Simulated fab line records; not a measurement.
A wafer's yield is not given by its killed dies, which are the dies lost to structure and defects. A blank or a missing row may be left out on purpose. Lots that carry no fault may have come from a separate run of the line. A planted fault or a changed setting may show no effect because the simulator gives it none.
Chamber matching    flow n5 finfet    rie diel-06 running N5_PMOS_HMC_CHANNEL_EPI_STRIP_33: 4 sister chambers
The step strips in N2/H2. 4 wafers are shown with their chamber, then 11 later ones without.

== WAFERS, EACH WITH ITS CHAMBER ==
wafer   chamber  showerhead plenum p Torr (Torr)
L076.2  2        3.34
L086.5  0        3.46
L087.5  1        3.49
L090.1  3        3.39

== WAFERS WHOSE CHAMBER IS MISSING ==
wafer   showerhead plenum p Torr (Torr)
L090.4  3.46
L090.6  3.39
L091.1  3.46
L091.2  3.39
L091.4  3.39
L096.1  3.32
L096.2  3.38
L096.4  3.46
L097.1  3.38
L097.4  3.48
L097.6  3.32

== CHAMBER TAKEN BY EACH ==
wafer   from the rows above      in truth
L090.4  0                        0
L090.6  3                        3
L091.1  0                        0
L091.2  3                        3
L091.4  3                        3
L096.1  2                        2
L096.2  3                        3
L096.4  0                        0
L097.1  3                        3
L097.4  can't be placed: 1 or 0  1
L097.6  2                        2
Placed correctly: 10 of 11. These rows do not allow placing 1 (true chamber among the candidates in 1). 0 placed wrongly.
How it was worked out, from the rows above alone: a wafer's distance from a chamber is the root of the sum, over the readings, of the square of ((its reading less the chamber's mean) divided by the reading's scatter). If the next closest chamber is less than 2 further off than the closest, the wafer can't be placed; otherwise it belongs to the closest. A chamber's mean is the mean of its shown wafers. The scatter: with one shown wafer a chamber, the root of the mean of the squares of how far each hidden wafer lies from its nearest shown one.
